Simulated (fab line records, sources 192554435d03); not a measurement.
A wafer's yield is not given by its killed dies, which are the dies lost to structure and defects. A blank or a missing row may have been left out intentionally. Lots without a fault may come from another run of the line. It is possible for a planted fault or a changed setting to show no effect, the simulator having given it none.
Which tool was responsible? + flow n5_finfet + 24 lots, 72 wafers sampled, at 4 steps of a route of 1938

WHAT THE GAUGES READ, wafer by wafer
N5_ZERO_LAYER_INSPECT_20: inspects for defects (darkfield). Usual: raw_defect_count 39, standard deviation 19.
| lot  | measured    | on                | raw_defect_count | flag |
|------|-------------|-------------------|------------------|------|
| L074 | day 1 13:17 | defect_inspect-02 | 40 37 27         |      |
| L075 | day 1 19:26 | defect_inspect-02 | 58 35 32         |      |
| L076 | day 2 01:25 | defect_inspect-01 | 32 28 44         |      |
| L077 | day 2 07:24 | defect_inspect-02 | 73 72 52         |      |
| L078 | day 2 13:41 | defect_inspect-01 | 70 40 46         |      |
| L079 | day 2 19:36 | defect_inspect-01 | 19 44 38         |      |
| L080 | day 3 01:33 | defect_inspect-01 | 13 43 15         |      |
| L081 | day 3 07:20 | defect_inspect-02 | 36 55 44         |      |
| L082 | day 3 14:02 | defect_inspect-01 | 26 26 11         |      |
| L083 | day 3 19:23 | defect_inspect-01 | 39 37 50         |      |
| L084 | day 4 01:33 | defect_inspect-02 | 38 15 18         |      |
| L085 | day 4 07:23 | defect_inspect-01 | 64 17 17         |      |
| L086 | day 4 13:35 | defect_inspect-02 | 58 80 43         |      |
| L087 | day 4 19:28 | defect_inspect-02 | 22 19 39         |      |
| L088 | day 5 01:16 | defect_inspect-02 | 72 100 82        |      |
| L089 | day 5 07:28 | defect_inspect-02 | 21 18 24         |      |
| L090 | day 5 13:26 | defect_inspect-01 | 41 29 30         |      |
| L091 | day 5 19:17 | defect_inspect-01 | 31 21 34         |      |
| L092 | day 6 01:25 | defect_inspect-02 | 32 26 47         |      |
| L093 | day 6 07:17 | defect_inspect-02 | 50 33 17         |      |
| L094 | day 6 13:19 | defect_inspect-02 | 41 51 44         |      |
| L095 | day 6 19:24 | defect_inspect-01 | 54 37 32         |      |
| L096 | day 7 01:23 | defect_inspect-01 | 34 42 30         |      |
| L097 | day 7 07:24 | defect_inspect-01 | 25 35 39         |      |

N5_WELL_APT_OVL_MEAS_09. Usual: NWELL_OVL typically reads 1 nm, with standard deviation 4.4.
| lot  | measured    | on         | NWELL_OVL (nm) | flag |
|------|-------------|------------|----------------|------|
| L074 | day 1 13:45 | overlay-01 | 1 -7 -5        |      |
| L075 | day 1 19:46 | overlay-01 | 3 -2 5         |      |
| L076 | day 2 01:45 | overlay-02 | 5 -2 1         |      |
| L077 | day 2 07:44 | overlay-01 | -3 4 2         |      |
| L078 | day 2 14:08 | overlay-01 | 7 6 0          |      |
| L079 | day 2 19:56 | overlay-01 | -6 -6 -5       |      |
| L080 | day 3 02:01 | overlay-01 | 0 2 3          |      |
| L081 | day 3 07:40 | overlay-01 | 1 -2 8         |      |
| L082 | day 3 14:22 | overlay-01 | 10 4 7         |      |
| L083 | day 3 19:44 | overlay-01 | 0 0 4          |      |
| L084 | day 4 01:53 | overlay-01 | 5 2 10         |      |
| L085 | day 4 07:43 | overlay-01 | -8 -1 -5       |      |
| L086 | day 4 14:03 | overlay-01 | 5 6 5          |      |
| L087 | day 4 19:55 | overlay-01 | 0 -5 5         |      |
| L088 | day 5 01:43 | overlay-02 | 1 0 4          |      |
| L089 | day 5 07:56 | overlay-02 | -1 -4 3        |      |
| L090 | day 5 13:46 | overlay-02 | 4 1 2          |      |
| L091 | day 5 19:44 | overlay-02 | 7 5 6          |      |
| L092 | day 6 01:52 | overlay-02 | 1 -6 -13       |      |
| L093 | day 6 07:37 | overlay-01 | 7 5 3          |      |
| L094 | day 6 13:39 | overlay-02 | 11 4 8         |      |
| L095 | day 6 19:52 | overlay-01 | 3 2 5          |      |
| L096 | day 7 01:51 | overlay-02 | 0 4 0          |      |
| L097 | day 7 07:44 | overlay-02 | 0 3 -3         |      |

N5_WELL_APT_INSPECT_38: inspects for defects (darkfield). Usual: raw_defect_count 12, standard deviation 5.5.
| lot  | measured    | on                | raw_defect_count | flag |
|------|-------------|-------------------|------------------|------|
| L074 | day 1 16:43 | defect_inspect-01 | 10 10 11         |      |
| L075 | day 1 22:35 | defect_inspect-02 | 16 18 7          |      |
| L076 | day 2 05:38 | defect_inspect-01 | 6 8 6            |      |
| L077 | day 2 10:47 | defect_inspect-02 | 10 8 14          |      |
| L078 | day 2 17:22 | defect_inspect-02 | 10 11 10         |      |
| L079 | day 3 00:15 | defect_inspect-02 | 26 21 10         |      |
| L080 | day 3 05:07 | defect_inspect-01 | 6 24 17          |      |
| L081 | day 3 10:37 | defect_inspect-02 | 17 10 4          |      |
| L082 | day 3 17:33 | defect_inspect-02 | 12 18 15         |      |
| L083 | day 3 23:40 | defect_inspect-01 | 16 17 14         |      |
| L084 | day 4 05:05 | defect_inspect-01 | 7 9 7            |      |
| L085 | day 4 11:35 | defect_inspect-02 | 9 11 13          |      |
| L086 | day 4 16:59 | defect_inspect-02 | 6 22 21          |      |
| L087 | day 4 22:56 | defect_inspect-01 | 8 21 16          |      |
| L088 | day 5 04:43 | defect_inspect-01 | 6 4 12           |      |
| L089 | day 5 11:02 | defect_inspect-02 | 13 5 14          |      |
| L090 | day 5 16:58 | defect_inspect-01 | 16 12 19         |      |
| L091 | day 5 22:48 | defect_inspect-02 | 5 3 12           |      |
| L092 | day 6 05:52 | defect_inspect-01 | 20 16 16         |      |
| L093 | day 6 10:44 | defect_inspect-01 | 13 27 16         |      |
| L094 | day 6 16:58 | defect_inspect-02 | 12 3 17          |      |
| L095 | day 6 23:01 | defect_inspect-01 | 20 12 16         |      |
| L096 | day 7 05:59 | defect_inspect-01 | 10 10 9          |      |
| L097 | day 7 10:47 | defect_inspect-02 | 14 16 11         |      |

WHAT TOOL EACH LOT RAN ON (gives the tool, then ch and the chambers of the sampled wafers, and finally the start)
| lot  | N5_WELL_APT_RTA_34              |
|------|---------------------------------|
| L074 | rtp_anneal-01 ch 0, day 1 15:51 |
| L075 | rtp_anneal-02 ch 0, day 1 21:44 |
| L076 | rtp_anneal-02 ch 0, day 2 04:47 |
| L077 | rtp_anneal-02 ch 0, day 2 09:56 |
| L078 | rtp_anneal-01 ch 0, day 2 16:32 |
| L079 | rtp_anneal-02 ch 0, day 2 23:22 |
| L080 | rtp_anneal-01 ch 0, day 3 04:15 |
| L081 | rtp_anneal-01 ch 0, day 3 09:45 |
| L082 | rtp_anneal-02 ch 0, day 3 16:41 |
| L083 | rtp_anneal-02 ch 0, day 3 22:38 |
| L084 | rtp_anneal-01 ch 0, day 4 04:11 |
| L085 | rtp_anneal-01 ch 0, day 4 10:44 |
| L086 | rtp_anneal-02 ch 0, day 4 16:08 |
| L087 | rtp_anneal-01 ch 0, day 4 22:04 |
| L088 | rtp_anneal-02 ch 0, day 5 03:55 |
| L089 | rtp_anneal-01 ch 0, day 5 10:10 |
| L090 | rtp_anneal-01 ch 0, day 5 16:00 |
| L091 | rtp_anneal-01 ch 0, day 5 21:56 |
| L092 | rtp_anneal-01 ch 0, day 6 05:00 |
| L093 | rtp_anneal-02 ch 0, day 6 09:41 |
| L094 | rtp_anneal-02 ch 0, day 6 15:55 |
| L095 | rtp_anneal-02 ch 0, day 6 22:10 |
| L096 | rtp_anneal-02 ch 0, day 7 04:54 |
| L097 | rtp_anneal-01 ch 0, day 7 09:58 |
- N5_WELL_APT_RTA_34: time 10 s.

WHAT THE TOOLS THEMSELVES READ (means of the sampled wafers that have a number; where no wafer has one, the mark that the record gives instead)
N5_WELL_APT_RTA_34. Usual: lamp_power_pct 13.01 %, standard deviation 0.051; lamp_zone_3_pct 13.00 %, standard deviation 0.035; wafer_temp_C_max 1003.6, standard deviation 1.
| lot  | tool          | lamp_power_pct (%) | lamp_zone_3_pct (%) | wafer_temp_C_max | flag |
|------|---------------|--------------------|---------------------|------------------|------|
| L074 | rtp_anneal-01 | 13.03              | 13.02               | 1003.7           |      |
| L075 | rtp_anneal-02 | 13.02              | 12.99               | 1003.3           |      |
| L076 | rtp_anneal-02 | 12.99              | 13.02               | 1003.8           |      |
| L077 | rtp_anneal-02 | 12.99              | 12.98               | 1003.8           |      |
| L078 | rtp_anneal-01 | 13.01              | 12.99               | 1003.2           |      |
| L079 | rtp_anneal-02 | 12.97              | 13.00               | 1003.2           |      |
| L080 | rtp_anneal-01 | 13.05              | 12.97               | 1003.9           |      |
| L081 | rtp_anneal-01 | 13.03              | 12.99               | 1003.9           |      |
| L082 | rtp_anneal-02 | 13.06              | 13.00               | 1003.9           |      |
| L083 | rtp_anneal-02 | 13.05              | 12.96               | 1003.0           |      |
| L084 | rtp_anneal-01 | 13.02              | 13.01               | 1003.6           |      |
| L085 | rtp_anneal-01 | 13.02              | 13.01               | 1003.8           |      |
| L086 | rtp_anneal-02 | 12.97              | 13.02               | 1003.9           |      |
| L087 | rtp_anneal-01 | 13.00              | 12.99               | 1002.9           |      |
| L088 | rtp_anneal-02 | 12.99              | 12.98               | 1003.7           |      |
| L089 | rtp_anneal-01 | 12.98              | 13.00               | 1004.1           |      |
| L090 | rtp_anneal-01 | 13.01              | 13.00               | 1003.8           |      |
| L091 | rtp_anneal-01 | 12.95              | 13.00               | 1003.0           |      |
| L092 | rtp_anneal-01 | 12.98              | 13.01               | 1004.1           |      |
| L093 | rtp_anneal-02 | 13.08              | 13.01               | 1003.7           |      |
| L094 | rtp_anneal-02 | 12.97              | 13.01               | 1004.4           |      |
| L095 | rtp_anneal-02 | 13.03              | 12.95               | 1003.2           |      |
| L096 | rtp_anneal-02 | 13.05              | 13.02               | 1003.4           |      |
| L097 | rtp_anneal-01 | 13.02              | 13.01               | 1001.7           |      |

THE ANSWER, worked out from the rows above alone
Rule: a lot is off if the mean of its wafers that have a number lies more than 3 standard deviations from the usual mean. A lot without any number at a reading at which 4 lots or more have one is off too. Any other lot the step has rows for is counted as sound. After the gauges, taken in route order, come the tools' own readings; for these a lot's mean is taken, as printed above. The first step at which some lot is off is used, and at that step the reading that is off furthest; a lot without a number counts as furthest.
No lot is off on any of the readings shown, so nothing can be concluded from this.

WHAT HAD BEEN PUT IN BY THE SIMULATOR
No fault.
